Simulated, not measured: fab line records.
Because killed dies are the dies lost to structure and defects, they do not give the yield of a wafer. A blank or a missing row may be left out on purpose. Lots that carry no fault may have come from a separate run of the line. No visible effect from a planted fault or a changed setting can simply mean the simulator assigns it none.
fab line records / flow n5-finfet
record lots=7 wafers=39
route steps=1938 shown MOL_CONTACT_COAG@616
start-h: hours from the record's first day to the start of the lot's first wafer shown / wait-h: hours elapsed since this lot's preceding step / " the same as in the row above / L1.1+2: a single row standing in for several wafers / - value missing, or start not given / * or withheld: withheld / < > ~ a bound
route shown NAME@n: a module of which the file shows steps, and the number in the route of the first / usual: mean/standard deviation taken from wafers without a fault / same: alike in all rows / chamber/n: place in a boat / sites: per-site readings / _std_site: how widely they spread, as a standard deviation / _edge_site: the outer-site mean with the inner-site mean subtracted / radius-mm: for every site, how far away it sits from the centre of the wafer / mask NAME#n: copy n / behind: the most recent tool/chamber to have shaped the wafer / hold: why the lot was held/for how many hours/how that ended / device: the transistor (n, p or np) that didn't switch / end of line: the route-end tests of the same wafers / a step without rows: its recipe alone / killed: not the wafer's yield, but the dies lost to structure and defects at the first sort / map: the dies of a wafer, with x for killed, . for not killed, _ for no die there
set.NAME: setting as actually run; set.NAME@STEP: the setting as run at that earlier step / model.NAME: the simulator's own value behind a step, which no gauge read
one table per step and one row per wafer, for lots whose settings were changed on purpose
## steps
# step N5_MOL_CONTACT_COAG_ETCH_124
# recipe chemistry=CH3F/O2 target=SiNx target-depth-a=65 mask-material=SOC stop-on=SiOC over-etch-frac=0.3 ion-energy-ev=120 pressure-mtorr=30 source-w=395 bias-w=73 Ar_flow_sccm=150 CH3F_flow_sccm=30 O2_flow_sccm=20 ends=end-point
# usual rf-vpp-V=298.8/3
lot.wafer=L079.1 tool=rie-diel-03 chamber=0 start-h=129.05 wait-h=0.0 set.bias-w=73 rf-vpp-V=303.0
lot.wafer=L079.2 tool=rie-diel-03 chamber=1 start-h=129.05 wait-h=0.0 set.bias-w=73 rf-vpp-V=298.5
lot.wafer=L079.3 tool=rie-diel-03 chamber=3 start-h=129.05 wait-h=0.0 set.bias-w=73 rf-vpp-V=293.8
lot.wafer=L079.4 tool=rie-diel-03 chamber=2 start-h=129.05 wait-h=0.0 set.bias-w=78.37 rf-vpp-V=314.0
lot.wafer=L079.5 tool=rie-diel-03 chamber=1 start-h=129.05 wait-h=0.0 set.bias-w=78.37 rf-vpp-V=316.9
lot.wafer=L079.6 tool=rie-diel-03 chamber=0 start-h=129.05 wait-h=0.0 set.bias-w=78.37 rf-vpp-V=320.9
lot.wafer=L080.1 tool=rie-diel-03 chamber=1 start-h=140.47 wait-h=0.0 set.bias-w=73 rf-vpp-V=299.8
lot.wafer=L080.2 tool=rie-diel-03 chamber=3 start-h=140.47 wait-h=0.0 set.bias-w=85.5 rf-vpp-V=333.9
lot.wafer=L080.3 tool=rie-diel-03 chamber=2 start-h=140.47 wait-h=0.0 set.bias-w=85.5 rf-vpp-V=338.0
lot.wafer=L080.4 tool=rie-diel-03 chamber=2 start-h=140.47 wait-h=0.0 set.bias-w=85.5 rf-vpp-V=338.9
lot.wafer=L080.5 tool=rie-diel-03 chamber=3 start-h=140.47 wait-h=0.0 set.bias-w=73 rf-vpp-V=294.3
lot.wafer=L080.6 tool=rie-diel-03 chamber=1 start-h=140.47 wait-h=0.0 set.bias-w=73 rf-vpp-V=299.1
lot.wafer=L081.1 tool=rie-diel-05 chamber=0 start-h=144.82 wait-h=0.0 set.bias-w=73 rf-vpp-V=299.6
lot.wafer=L081.2 tool=rie-diel-05 chamber=3 start-h=144.82 wait-h=0.0 set.bias-w=73 rf-vpp-V=299.7
lot.wafer=L081.3 tool=rie-diel-05 chamber=1 start-h=144.82 wait-h=0.0 set.bias-w=68.55 rf-vpp-V=281.4
lot.wafer=L081.4 tool=rie-diel-05 chamber=2 start-h=144.82 wait-h=0.0 set.bias-w=68.55 rf-vpp-V=285.1
lot.wafer=L081.5 tool=rie-diel-05 chamber=0 start-h=144.82 wait-h=0.0 set.bias-w=68.55 rf-vpp-V=285.1
lot.wafer=L081.6 tool=rie-diel-05 chamber=3 start-h=144.82 wait-h=0.0 set.bias-w=73 rf-vpp-V=298.1
lot.wafer=L082.1 tool=rie-diel-05 chamber=0 start-h=149.13 wait-h=0.0 set.bias-w=82.72 rf-vpp-V=330.8
lot.wafer=L082.2 tool=rie-diel-05 chamber=1 start-h=149.13 wait-h=0.0 set.bias-w=73 rf-vpp-V=296.0
lot.wafer=L082.3 tool=rie-diel-05 chamber=2 start-h=149.13 wait-h=0.0 set.bias-w=73 rf-vpp-V=301.0
lot.wafer=L082.4 tool=rie-diel-05 chamber=3 start-h=149.13 wait-h=0.0 set.bias-w=73 rf-vpp-V=299.7
lot.wafer=L082.5 tool=rie-diel-05 chamber=1 start-h=149.13 wait-h=0.0 set.bias-w=82.72 rf-vpp-V=325.6
lot.wafer=L082.6 tool=rie-diel-05 chamber=2 start-h=149.13 wait-h=0.0 set.bias-w=82.72 rf-vpp-V=331.1
lot.wafer=L088.1 tool=rie-diel-03 chamber=2 start-h=183.44 wait-h=0.0 set.bias-w=73 rf-vpp-V=297.1
lot.wafer=L088.2 tool=rie-diel-03 chamber=3 start-h=183.44 wait-h=0.0 set.bias-w=80.04 rf-vpp-V=317.7
lot.wafer=L088.3 tool=rie-diel-03 chamber=0 start-h=183.44 wait-h=0.0 set.bias-w=80.04 rf-vpp-V=325.3
lot.wafer=L088.4 tool=rie-diel-03 chamber=1 start-h=183.44 wait-h=0.0 set.bias-w=80.04 rf-vpp-V=323.2
lot.wafer=L088.5 tool=rie-diel-03 chamber=1 start-h=183.44 wait-h=0.0 set.bias-w=73 rf-vpp-V=299.0
lot.wafer=L088.6 tool=rie-diel-03 chamber=2 start-h=183.44 wait-h=0.0 set.bias-w=73 rf-vpp-V=297.5
lot.wafer=L090.2 tool=rie-diel-05 chamber=1 start-h=198.16 wait-h=0.0 set.bias-w=73 rf-vpp-V=297.1
lot.wafer=L090.4 tool=rie-diel-05 chamber=2 start-h=198.16 wait-h=0.0 set.bias-w=73 rf-vpp-V=299.1
lot.wafer=L090.6 tool=rie-diel-05 chamber=3 start-h=198.16 wait-h=0.0 set.bias-w=73 rf-vpp-V=298.1
lot.wafer=L093.1 tool=rie-diel-02 chamber=3 start-h=215.76 wait-h=0.0 set.bias-w=73 rf-vpp-V=302.3
lot.wafer=L093.2 tool=rie-diel-02 chamber=0 start-h=215.76 wait-h=0.0 set.bias-w=84.85 rf-vpp-V=343.4
lot.wafer=L093.3 tool=rie-diel-02 chamber=1 start-h=215.76 wait-h=0.0 set.bias-w=73 rf-vpp-V=294.1
lot.wafer=L093.4 tool=rie-diel-02 chamber=2 start-h=215.76 wait-h=0.0 set.bias-w=84.85 rf-vpp-V=338.6
lot.wafer=L093.5 tool=rie-diel-02 chamber=1 start-h=215.76 wait-h=0.0 set.bias-w=73 rf-vpp-V=295.8
lot.wafer=L093.6 tool=rie-diel-02 chamber=0 start-h=215.76 wait-h=0.0 set.bias-w=84.85 rf-vpp-V=343.4
## key
split step=N5_MOL_CONTACT_COAG_ETCH_124 setting=bias-w stated=73 by=wafer
response step=N5_MOL_CONTACT_COAG_ETCH_124 reading=rf-vpp-V change=+2.46 per=1% r=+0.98
